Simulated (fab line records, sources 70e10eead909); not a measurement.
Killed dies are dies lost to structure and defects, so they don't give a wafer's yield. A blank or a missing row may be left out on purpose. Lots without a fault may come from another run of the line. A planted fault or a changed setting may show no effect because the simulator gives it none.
A sampling plan put to the test | flow nand_harc | one fab line, 41 faults that these records tell of, each judged on the records of the lots that it struck
The plan is the line's own looks: the steps of the route at which a gauge or an inspection reads the wafer and doesn't change it. A look can be judged if struck wafers have a number there and the file gives its usual mean and standard deviation on fault-free wafers. Caught: at a look after the fault's first step, the mean of the struck wafers lies 4 or more of those standard deviations (sigma) from the usual mean. On the tool: the same test on the tool's own readings at the fault's steps. Another recipe on the struck wafers, or a record that is blank for them alone, also counts as caught.

THE FAULTS, as the simulator had put them in
1. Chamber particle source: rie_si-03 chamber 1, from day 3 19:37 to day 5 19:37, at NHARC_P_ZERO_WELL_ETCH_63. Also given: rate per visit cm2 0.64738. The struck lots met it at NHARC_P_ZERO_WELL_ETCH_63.
2. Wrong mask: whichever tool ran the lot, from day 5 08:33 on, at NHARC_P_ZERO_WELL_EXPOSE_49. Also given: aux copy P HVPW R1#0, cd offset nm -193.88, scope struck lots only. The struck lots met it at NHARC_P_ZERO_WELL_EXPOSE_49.
3. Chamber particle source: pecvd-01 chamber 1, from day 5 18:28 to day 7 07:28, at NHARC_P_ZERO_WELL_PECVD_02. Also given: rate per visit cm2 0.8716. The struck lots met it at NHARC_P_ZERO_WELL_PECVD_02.
4. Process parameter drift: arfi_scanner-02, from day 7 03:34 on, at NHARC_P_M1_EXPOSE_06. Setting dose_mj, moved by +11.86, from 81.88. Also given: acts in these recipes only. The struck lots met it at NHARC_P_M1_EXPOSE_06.
5. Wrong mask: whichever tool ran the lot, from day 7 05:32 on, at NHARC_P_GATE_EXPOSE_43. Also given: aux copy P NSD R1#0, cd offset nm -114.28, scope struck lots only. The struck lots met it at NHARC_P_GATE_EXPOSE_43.
6. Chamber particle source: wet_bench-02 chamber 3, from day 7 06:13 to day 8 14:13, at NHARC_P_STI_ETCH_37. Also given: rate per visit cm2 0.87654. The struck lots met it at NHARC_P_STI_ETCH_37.
7. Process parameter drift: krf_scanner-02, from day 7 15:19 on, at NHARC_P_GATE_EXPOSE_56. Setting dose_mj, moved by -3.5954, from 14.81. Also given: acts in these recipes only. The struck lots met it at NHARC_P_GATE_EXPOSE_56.
8. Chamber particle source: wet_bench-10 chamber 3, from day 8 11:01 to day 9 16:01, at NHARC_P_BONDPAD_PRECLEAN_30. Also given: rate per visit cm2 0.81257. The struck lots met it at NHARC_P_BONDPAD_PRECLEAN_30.
9. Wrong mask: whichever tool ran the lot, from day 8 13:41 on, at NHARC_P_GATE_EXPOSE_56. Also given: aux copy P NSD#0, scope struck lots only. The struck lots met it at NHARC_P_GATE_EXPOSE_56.
10. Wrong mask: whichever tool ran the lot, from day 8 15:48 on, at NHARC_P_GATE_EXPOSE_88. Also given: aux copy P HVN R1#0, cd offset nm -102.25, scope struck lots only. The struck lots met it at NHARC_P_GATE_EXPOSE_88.
11. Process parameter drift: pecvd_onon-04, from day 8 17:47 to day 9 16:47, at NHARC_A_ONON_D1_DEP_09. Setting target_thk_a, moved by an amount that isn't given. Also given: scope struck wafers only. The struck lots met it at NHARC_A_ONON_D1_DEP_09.
12. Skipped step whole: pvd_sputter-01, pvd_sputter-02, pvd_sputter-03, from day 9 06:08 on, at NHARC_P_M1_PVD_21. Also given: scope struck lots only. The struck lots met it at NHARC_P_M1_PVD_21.
13. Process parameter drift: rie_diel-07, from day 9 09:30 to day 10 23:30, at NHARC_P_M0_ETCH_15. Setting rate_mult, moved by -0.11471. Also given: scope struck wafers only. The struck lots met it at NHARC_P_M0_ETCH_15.
14. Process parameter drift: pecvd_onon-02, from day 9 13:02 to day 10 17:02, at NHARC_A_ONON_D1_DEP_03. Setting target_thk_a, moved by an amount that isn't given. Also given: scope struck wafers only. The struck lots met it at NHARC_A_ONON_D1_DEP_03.
15. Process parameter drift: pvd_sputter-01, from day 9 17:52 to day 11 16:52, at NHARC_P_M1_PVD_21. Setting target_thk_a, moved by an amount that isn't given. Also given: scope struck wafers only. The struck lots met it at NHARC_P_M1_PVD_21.
16. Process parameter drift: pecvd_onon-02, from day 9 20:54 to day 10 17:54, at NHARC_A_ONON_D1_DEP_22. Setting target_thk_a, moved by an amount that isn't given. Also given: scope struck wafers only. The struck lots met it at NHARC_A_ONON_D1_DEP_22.
17. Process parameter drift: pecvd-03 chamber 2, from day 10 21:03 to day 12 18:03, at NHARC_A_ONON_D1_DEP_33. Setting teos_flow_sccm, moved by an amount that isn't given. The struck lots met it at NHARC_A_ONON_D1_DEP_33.
18. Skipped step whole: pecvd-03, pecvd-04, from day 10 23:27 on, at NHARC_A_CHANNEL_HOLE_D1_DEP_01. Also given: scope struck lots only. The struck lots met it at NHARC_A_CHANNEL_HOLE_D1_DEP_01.
19. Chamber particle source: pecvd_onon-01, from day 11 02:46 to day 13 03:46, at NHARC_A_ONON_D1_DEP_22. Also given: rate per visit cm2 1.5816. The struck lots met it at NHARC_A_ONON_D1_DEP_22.
20. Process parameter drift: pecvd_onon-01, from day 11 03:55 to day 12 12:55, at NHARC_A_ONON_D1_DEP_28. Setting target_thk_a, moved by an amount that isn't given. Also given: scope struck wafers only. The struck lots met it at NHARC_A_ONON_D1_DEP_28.
21. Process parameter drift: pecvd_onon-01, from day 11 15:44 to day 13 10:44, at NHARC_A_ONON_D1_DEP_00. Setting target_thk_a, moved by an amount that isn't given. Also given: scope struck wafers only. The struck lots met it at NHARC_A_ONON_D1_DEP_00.
22. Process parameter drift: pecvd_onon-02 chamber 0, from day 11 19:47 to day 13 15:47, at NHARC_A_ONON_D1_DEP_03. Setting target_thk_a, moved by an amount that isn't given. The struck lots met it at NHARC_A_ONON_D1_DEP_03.
23. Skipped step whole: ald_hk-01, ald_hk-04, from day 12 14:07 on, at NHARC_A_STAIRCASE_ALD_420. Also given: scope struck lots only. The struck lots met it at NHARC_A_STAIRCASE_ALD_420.
24. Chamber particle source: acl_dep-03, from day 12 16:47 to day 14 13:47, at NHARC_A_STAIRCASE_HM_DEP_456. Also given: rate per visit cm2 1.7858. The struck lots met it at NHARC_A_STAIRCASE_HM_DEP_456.
25. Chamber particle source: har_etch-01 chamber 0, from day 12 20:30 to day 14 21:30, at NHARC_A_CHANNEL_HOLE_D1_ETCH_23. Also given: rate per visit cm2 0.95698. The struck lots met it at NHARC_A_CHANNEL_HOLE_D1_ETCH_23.
26. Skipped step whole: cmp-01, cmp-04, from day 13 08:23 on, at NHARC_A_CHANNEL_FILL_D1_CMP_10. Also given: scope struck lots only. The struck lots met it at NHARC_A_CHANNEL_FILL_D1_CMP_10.
27. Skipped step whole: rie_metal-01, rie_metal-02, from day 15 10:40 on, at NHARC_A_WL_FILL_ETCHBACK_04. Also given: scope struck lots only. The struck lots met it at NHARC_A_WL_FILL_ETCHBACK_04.
28. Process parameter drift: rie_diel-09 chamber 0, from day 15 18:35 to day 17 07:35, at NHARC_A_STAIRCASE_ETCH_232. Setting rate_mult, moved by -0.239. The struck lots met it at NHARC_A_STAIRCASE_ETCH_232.
29. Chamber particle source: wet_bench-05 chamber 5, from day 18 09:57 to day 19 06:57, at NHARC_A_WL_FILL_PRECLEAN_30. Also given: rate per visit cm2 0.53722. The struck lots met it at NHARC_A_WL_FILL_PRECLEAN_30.
30. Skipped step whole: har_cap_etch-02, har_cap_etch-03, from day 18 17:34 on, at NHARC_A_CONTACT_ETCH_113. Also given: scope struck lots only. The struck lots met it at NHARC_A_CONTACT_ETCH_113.
31. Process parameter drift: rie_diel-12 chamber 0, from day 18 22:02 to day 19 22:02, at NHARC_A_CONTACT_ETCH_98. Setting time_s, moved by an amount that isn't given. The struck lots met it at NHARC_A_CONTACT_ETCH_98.
32. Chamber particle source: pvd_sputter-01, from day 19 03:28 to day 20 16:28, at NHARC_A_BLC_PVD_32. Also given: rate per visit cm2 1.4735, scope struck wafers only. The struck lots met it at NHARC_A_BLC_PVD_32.
33. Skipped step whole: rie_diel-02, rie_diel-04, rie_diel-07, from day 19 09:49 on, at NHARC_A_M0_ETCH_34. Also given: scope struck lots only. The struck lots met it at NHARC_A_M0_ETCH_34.
34. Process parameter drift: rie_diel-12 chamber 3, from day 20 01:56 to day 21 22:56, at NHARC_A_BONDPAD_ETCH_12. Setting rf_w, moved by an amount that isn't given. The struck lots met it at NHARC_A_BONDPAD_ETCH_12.
35. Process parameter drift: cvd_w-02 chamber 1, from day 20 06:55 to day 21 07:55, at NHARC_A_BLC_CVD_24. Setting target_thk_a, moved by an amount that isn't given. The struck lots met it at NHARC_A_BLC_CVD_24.
36. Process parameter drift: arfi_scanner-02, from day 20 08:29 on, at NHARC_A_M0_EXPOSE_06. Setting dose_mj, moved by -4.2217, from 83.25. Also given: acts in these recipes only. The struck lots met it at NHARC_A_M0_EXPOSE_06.
37. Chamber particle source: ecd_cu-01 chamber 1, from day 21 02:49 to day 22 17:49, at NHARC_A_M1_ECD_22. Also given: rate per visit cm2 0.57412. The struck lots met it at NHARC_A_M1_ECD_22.
38. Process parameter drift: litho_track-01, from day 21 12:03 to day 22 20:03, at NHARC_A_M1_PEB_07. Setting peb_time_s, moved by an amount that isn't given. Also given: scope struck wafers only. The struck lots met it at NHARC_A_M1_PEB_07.
39. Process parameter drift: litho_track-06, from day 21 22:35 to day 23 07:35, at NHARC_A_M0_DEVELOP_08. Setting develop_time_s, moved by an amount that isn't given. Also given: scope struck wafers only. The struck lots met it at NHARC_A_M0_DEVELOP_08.
40. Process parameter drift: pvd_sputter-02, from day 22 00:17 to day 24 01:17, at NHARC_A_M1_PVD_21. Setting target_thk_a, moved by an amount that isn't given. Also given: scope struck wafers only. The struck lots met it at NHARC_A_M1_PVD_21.
41. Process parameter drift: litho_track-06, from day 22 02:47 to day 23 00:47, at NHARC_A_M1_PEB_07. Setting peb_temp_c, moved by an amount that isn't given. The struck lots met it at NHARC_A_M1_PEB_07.

WHAT THE PLAN SAW
fault | on the tool itself                               | first look that catches it                      | reading, sigma                                        | median hours from its first step to that look | hours from the fault's start to the first struck lot there | judged looks passed uncaught
1     | under 2 sigma                                    | NHARC_P_ZERO_WELL_INSPECT_43                    | raw_defect_count +75                                  | 6.0                                           | 12                                                         | 0
2     | no reading that can be judged                    | NHARC_P_ZERO_WELL_CD_MEAS_52                    | cd_nm -99 or beyond                                   | 0.2                                           | 3                                                          | 0
3     | no reading that can be judged                    | NHARC_P_ZERO_WELL_INSPECT_43                    | raw_defect_count +99 or beyond                        | 7.1                                           | 13                                                         | 0
4     | exposure_dose_mJ_cm2 +99 or beyond sigma         | NHARC_P_M1_CD_MEAS_09                           | cd_nm +12                                             | 0.1                                           | 9                                                          | 0
5     | no reading that can be judged                    | NHARC_P_GATE_CD_MEAS_46                         | cd_nm -67                                             | 0.2                                           | 4                                                          | 0
6     | no reading that can be judged                    | NHARC_P_STI_INSPECT_25                          | raw_defect_count +6.8                                 | 8.1                                           | 31                                                         | 0
7     | exposure_dose_mJ_cm2 -99 or beyond sigma         | NHARC_P_GATE_CD_MEAS_59                         | cd_nm -29                                             | 0.2                                           | 5                                                          | 0
8     | no reading that can be judged                    | NHARC_END_SORT_01                               | killed_at_periphery +20                               | 315.6                                         | 316                                                        | 4
9     | under 2 sigma                                    | no look after it can be judged                  | -                                                     | -                                             | -                                                          | 0
10    | no reading that can be judged                    | NHARC_P_GATE_CD_MEAS_91                         | cd_nm -63                                             | 0.2                                           | 0                                                          | 0
11    | under 2 sigma                                    | NHARC_A_ONON_D1_THK_MEAS_11                     | thk_nm +67                                            | 0.5                                           | 12                                                         | 0
12    | the tool's record is blank for the struck wafers | NHARC_END_SORT_01                               | killed_at_periphery +99 or beyond                     | 311.4                                         | 310                                                        | 1
13    | oes_product_au -4.0 sigma                        | NHARC_END_SORT_01                               | killed_at_periphery +99 or beyond                     | 335.7                                         | 359                                                        | 1
14    | no reading that can be judged                    | NHARC_A_ONON_D1_THK_MEAS_05                     | thk_nm +13                                            | 0.5                                           | 2                                                          | 0
15    | under 2 sigma                                    | NHARC_END_SORT_01                               | killed_at_periphery +99 or beyond                     | 329.8                                         | 349                                                        | 1
16    | under 2 sigma                                    | NHARC_A_ONON_D1_THK_MEAS_24                     | thk_nm -5.2                                           | 0.5                                           | 4                                                          | 0
17    | mfc_precursor_sccm -26 sigma                     | NHARC_A_ONON_D1_THK_MEAS_34                     | thk_nm -5.7                                           | 0.4                                           | 8                                                          | 0
18    | the tool's record is blank for the struck wafers | NHARC_END_SORT_01                               | killed_at_array +80                                   | 265.9                                         | 269                                                        | 0
19    | under 2 sigma                                    | NHARC_END_SORT_01                               | killed_at_array +5.1                                  | 272.2                                         | 268                                                        | 1
20    | under 2 sigma                                    | NHARC_A_ONON_D1_THK_MEAS_30                     | thk_nm +8.0                                           | 0.5                                           | 0                                                          | 0
21    | no reading that can be judged                    | NHARC_A_ONON_D1_THK_MEAS_02                     | thk_nm +70                                            | 0.5                                           | 9                                                          | 0
22    | no reading that can be judged                    | NHARC_A_ONON_D1_THK_MEAS_05                     | thk_nm +52                                            | 0.5                                           | 5                                                          | 0
23    | the tool's record is blank for the struck wafers | NHARC_END_SORT_01                               | killed_at_array +80                                   | 182.4                                         | 176                                                        | 0
24    | under 2 sigma                                    | NHARC_END_SORT_01                               | killed_at_array +11                                   | 191.4                                         | 203                                                        | 1
25    | under 2 sigma                                    | NHARC_A_CHANNEL_HOLE_D1_INSPECT_40              | raw_defect_count +36                                  | 4.2                                           | 6                                                          | 0
26    | the tool's record is blank for the struck wafers | NHARC_END_SORT_01                               | killed_at_array +80                                   | 214.4                                         | 215                                                        | 0
27    | the tool's record is blank for the struck wafers | NHARC_END_SORT_01                               | killed_at_array +80                                   | 117.6                                         | 115                                                        | 0
28    | oes_product_au -14 sigma                         | NHARC_END_SORT_01                               | killed_at_array +17                                   | 202.0                                         | 206                                                        | 0
29    | no reading that can be judged                    | NHARC_END_SORT_01                               | killed_at_array +5.8                                  | 100.9                                         | 120                                                        | 1
30    | the tool's record is blank for the struck wafers | NHARC_END_SORT_01                               | killed_at_array +80                                   | 69.8                                          | 76                                                         | 0
31    | run_length_s -11 sigma                           | NHARC_END_SORT_01                               | killed_at_array +35                                   | 58.3                                          | 61                                                         | 0
32    | under 2 sigma                                    | NHARC_END_SORT_01                               | killed_at_array +12                                   | 52.2                                          | 49                                                         | 1
33    | the tool's record is blank for the struck wafers | NHARC_END_SORT_01                               | sort_bin_2_pct +99 or beyond                          | 43.4                                          | 49                                                         | 0
34    | rf_fwd_power_W -99 or beyond sigma               | NHARC_END_SORT_01                               | sort_bin_2_pct +99 or beyond                          | 31.1                                          | 43                                                         | 1
35    | under 2 sigma                                    | not the one look that can be judged after it    | strongest: killed_at_other at NHARC_END_SORT_01, +2.6 | -                                             | -                                                          | 1
36    | exposure_dose_mJ_cm2 -45 sigma                   | NHARC_A_M0_CD_MEAS_09                           | cd_nm -6.0                                            | 0.1                                           | 1                                                          | 0
37    | no reading that can be judged                    | NHARC_END_SORT_01                               | killed_at_array +34                                   | 41.2                                          | 56                                                         | 0
38    | heater_power_total_W +24 sigma                   | NHARC_A_M1_CD_MEAS_09                           | cd_nm -9.0                                            | 0.1                                           | 0                                                          | 0
39    | no reading that can be judged                    | none of the 4 looks that can be judged after it | -                                                     | -                                             | -                                                          | 4
40    | under 2 sigma                                    | NHARC_END_SORT_01                               | sort_bin_2_pct +99 or beyond                          | 39.9                                          | 47                                                         | 0
41    | plate_temp_C +13 sigma                           | NHARC_A_M1_CD_MEAS_09                           | cd_nm +12                                             | 0.1                                           | 5                                                          | 0
A dash: the fault isn't caught, or these records don't give the number.

Caught at a look: 38 of 41. Caught on the tool: 17 of 41. By one or the other: 38 of 41.
Caught at a look alone: faults 1, 2, 3, 5, 6, 8, 10, 11, 14, 15, 16, 19, 20, 21, 22, 24, 25, 29, 32, 37, 40.
Caught by neither: faults 9, 35, 39.

THINNER SAMPLING
If the look that catches a fault measured only every second or every third lot, by lot number, the first struck lot would be measured this late in the worst case:
fault | struck lots at that look, in order of time | every lot | every second lot | every third lot
1     | L714, L715                                 | 12 h      | 18 h             | may miss all 2
2     | L802                                       | 3 h       | may miss it      | may miss it
3     | L526, L527                                 | 13 h      | 19 h             | may miss all 2
4     | L759, L765                                 | 9 h       | may miss all 2   | may miss all 2
5     | L792                                       | 4 h       | may miss it      | may miss it
6     | L444                                       | 31 h      | may miss it      | may miss it
7     | L606, L607                                 | 5 h       | 22 h             | may miss all 2
8     | L215, L218                                 | 316 h     | 328 h            | may miss all 2
10    | L681                                       | 0 h       | may miss it      | may miss it
11    | L588, L591                                 | 12 h      | 19 h             | may miss all 2
12    | L809                                       | 310 h     | may miss it      | may miss it
13    | L608                                       | 359 h     | may miss it      | may miss it
14    | L466, L467                                 | 2 h       | 12 h             | may miss all 2
15    | L923                                       | 349 h     | may miss it      | may miss it
16    | L941, L944                                 | 4 h       | 16 h             | may miss all 2
17    | L406, L408                                 | 8 h       | may miss all 2   | may miss all 2
18    | L777, L778, L776                           | 269 h     | 272 h            | 290 h
19    | L471, L472, L469                           | 268 h     | 287 h            | may miss all 3
20    | L655, L653, L658                           | 0 h       | 23 h             | may miss all 3
21    | L854, L860                                 | 9 h       | may miss all 2   | may miss all 2
22    | L358, L359                                 | 5 h       | 9 h              | may miss all 2
23    | L602, L601, L600                           | 176 h     | 184 h            | 192 h
24    | L837, L840, L839                           | 203 h     | 213 h            | may miss all 3
25    | L407, L409                                 | 6 h       | may miss all 2   | may miss all 2
26    | L823, L821                                 | 215 h     | may miss all 2   | may miss all 2
27    | L449, L451, L450                           | 115 h     | 123 h            | 123 h
28    | L920, L918                                 | 206 h     | may miss all 2   | may miss all 2
29    | L462                                       | 120 h     | may miss it      | may miss it
30    | L612, L616, L617                           | 76 h      | 86 h             | 86 h
31    | L476                                       | 61 h      | may miss it      | may miss it
32    | L354, L355                                 | 49 h      | 56 h             | may miss all 2
33    | L525, L527, L528                           | 49 h      | 60 h             | may miss all 3
34    | L643, L647                                 | 43 h      | may miss all 2   | may miss all 2
36    | L177, L179                                 | 1 h       | may miss all 2   | may miss all 2
37    | L863, L864                                 | 56 h      | 59 h             | may miss all 2
38    | L253, L257                                 | 0 h       | may miss all 2   | may miss all 2
40    | L806, L805, L803                           | 47 h      | 55 h             | may miss all 3
41    | L814, L816                                 | 5 h       | may miss all 2   | may miss all 2
Hours are from the fault's start to the first struck lot that is measured. The limit of 4 sigma was tested on all struck wafers together, so one lot alone may lie under it. Other struck lots may not be in these records.

THE LONGEST TIMED WAY FROM STEP TO LOOK
Fault 13: a median of 335.7 hours passes between NHARC_P_M0_ETCH_15 and NHARC_END_SORT_01. The look between them that can be judged stayed within 4 sigma: NHARC_P_M0_CD_MEAS_16.
